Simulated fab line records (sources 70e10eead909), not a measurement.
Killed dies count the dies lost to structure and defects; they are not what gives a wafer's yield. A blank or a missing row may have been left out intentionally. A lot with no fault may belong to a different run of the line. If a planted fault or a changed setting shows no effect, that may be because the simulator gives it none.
One fault through the eyes of 2 desks ; flow nandHarc ; only its own numbers are on each desk; what lay behind them is given at the end

THE METROLOGY DESK
Means of the sampled wafers that have a number, per lot and without regard to the tool the lot ran on: this is what the gauges read. Marked OUT: a lot whose mean sits more than 4 standard deviations from the usual mean, which makes it out of limits; the brackets give that distance.
Columns: A = cdNm at NHARC_A_CONTACT_CD_MEAS_69, usual 300.0 nm
lot;first seen here;A
L982;day 21 23:49;300.0
L983;day 22 00:17;299.2
L984;day 23 06:17;299.8
L986;day 23 09:07;299.9
L985;day 23 15:41;300.1
L987;day 24 00:38;300.3
L989;day 24 21:41;299.8
L991;day 25 16:07;300.0
L999;day 28 06:57;299.6
L998;day 28 10:11;299.9
L104;day 31 04:26;300.5
L105;day 31 16:10;299.6
This desk found nothing out of limits on any of the 12 lots.

AT THE TOOL OWNER'S DESK: rieDiel-11
The tool's own readings at NHARC_A_CONTACT_ETCH_76 (etches the open film in N2/H2, target depth 260 nm, time 475.3 s): means of the sampled wafers that have a number, for each lot that ran on this tool. Marked OUT: a lot whose mean sits more than 4 standard deviations from the usual mean, which makes it out of limits; the brackets give that distance.
Columns: A = drypumpMotorCurrentA at NHARC_A_CONTACT_ETCH_76, usual 5.7 A; B = mfcArSccm at NHARC_A_CONTACT_ETCH_76, usual 0.012 sccm; C = oesProductAu at NHARC_A_CONTACT_ETCH_76, usual 0.998 a.u.; D = rfVppV at NHARC_A_CONTACT_ETCH_76, usual 430 V; E = showerheadPlenumPTorr at NHARC_A_CONTACT_ETCH_76, usual 2.01 Torr; F = throttleValvePct at NHARC_A_CONTACT_ETCH_76, usual 14.172 %
lot;first seen here;A;B;C;D;E;F
L986;day 23 09:31;5.6;0.013;0.985;430;2.02;14.174
L987;day 24 01:01;5.8;0.024;0.998;432;2.11;14.185
L989;day 24 22:05;6.1;0.005;0.988;431;2.05;14.174
L999;day 28 07:22;5.6;0.013;1.083 (+7.7) OUT;430;2.01;14.174
L998;day 28 10:35;5.4;0.031;1.164 (+15) OUT;430;2.01;14.177
Finding of this desk: L998, L999 out of limits; the first was L999 at day 28 07:22, on oesProductAu at NHARC_A_CONTACT_ETCH_76. In limits: L986, L987, L989.

TAKEN TOGETHER
The tool owner's desk had the chance to raise an alarm at day 28 07:22 on L998, L999.
Nothing out of limits was seen by the metrology desk.
The metrology desk holds a record of L998, L999, inside its limits.
All the named lots went through NHARC_A_CONTACT_ETCH_76 on rieDiel-11.

WHAT THE SIMULATOR PUT IN
rieDiel-11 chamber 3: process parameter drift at NHARC_A_CONTACT_ETCH_76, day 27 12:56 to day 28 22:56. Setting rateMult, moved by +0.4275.
Lots struck among those shown: L998, L999.
Hours from the fault's start to each desk's first reading out of limits: the tool owner's desk, 18.
